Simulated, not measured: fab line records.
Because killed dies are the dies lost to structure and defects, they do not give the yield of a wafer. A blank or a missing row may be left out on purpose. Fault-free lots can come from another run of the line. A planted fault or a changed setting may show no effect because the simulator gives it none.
Chamber matching | flow n5 finfet | N5_SPACER0_ALD_00 on ald sin-03: 4 sister chambers
The step deposits SiOCN, target thk 3.5 nm, pulse time 3 s, purge time 2 s. 14 wafers are shown with their chamber, then 7 later ones without.

== EACH WAFER AND ITS CHAMBER ==
wafer  | chamber | heater power w (W) | precursor pulse height rel
L074.1 | 3       | 957                | 0.985
L074.3 | 0       | 851                | 0.960
L074.5 | 1       | 739                | 0.986
L085.2 | 2       | 928                | 1.030
L085.3 | 3       | 986                | 0.984
L085.6 | 1       | 744                | 1.010
L088.4 | 3       | 978                | 0.979
L088.5 | 1       | 750                | 0.990
L088.6 | 0       | 834                | 0.995
L093.1 | 2       | 914                | 1.021
L093.2 | 1       | 749                | 0.985
L093.3 | 0       | 842                | 1.042
L093.4 | 3       | 953                | 1.013
L093.5 | 2       | 935                | 0.988

SIGNATURES (means of the wafers above)
reading                    | chamber 0 | chamber 1 | chamber 2 | chamber 3 | scatter within a chamber
heater power w             | 842.33    | 745.50    | 925.67    | 968.50    | 11
precursor pulse height rel | 0.99900   | 0.99275   | 1.01300   | 0.99025   | 0.0234
Rule: a wafer lies at a distance from a chamber equal to the root of the sum of squares, over the readings, of (its reading less the chamber's mean, divided by the reading's scatter). If the next closest chamber is less than 2 further off than the closest, the wafer can't be placed; otherwise it belongs to the closest. The scatter is the square root of a quotient: the sum, over the shown wafers, of each reading's squared deviation from its chamber's mean, divided by wafers minus chambers.

== WAFERS WITHOUT THEIR CHAMBER ==
wafer  | heater power w (W) | precursor pulse height rel
L093.6 | 994                | 1.016
L096.1 | 908                | 1.020
L096.4 | 749                | 0.964
L096.6 | 909                | 1.005
L097.3 | 849                | 1.007
L097.4 | 968                | 0.952
L097.6 | 855                | 1.003

== CHAMBER TAKEN BY EACH ==
wafer  | from the rows above | in truth
L093.6 | 3                   | 3
L096.1 | 2                   | 2
L096.4 | 1                   | 1
L096.6 | 2                   | 2
L097.3 | 0                   | 0
L097.4 | 3                   | 3
L097.6 | 0                   | 0
7 of 7 placed correctly. Left unplaced by these rows: 0. Number placed wrongly: 0.
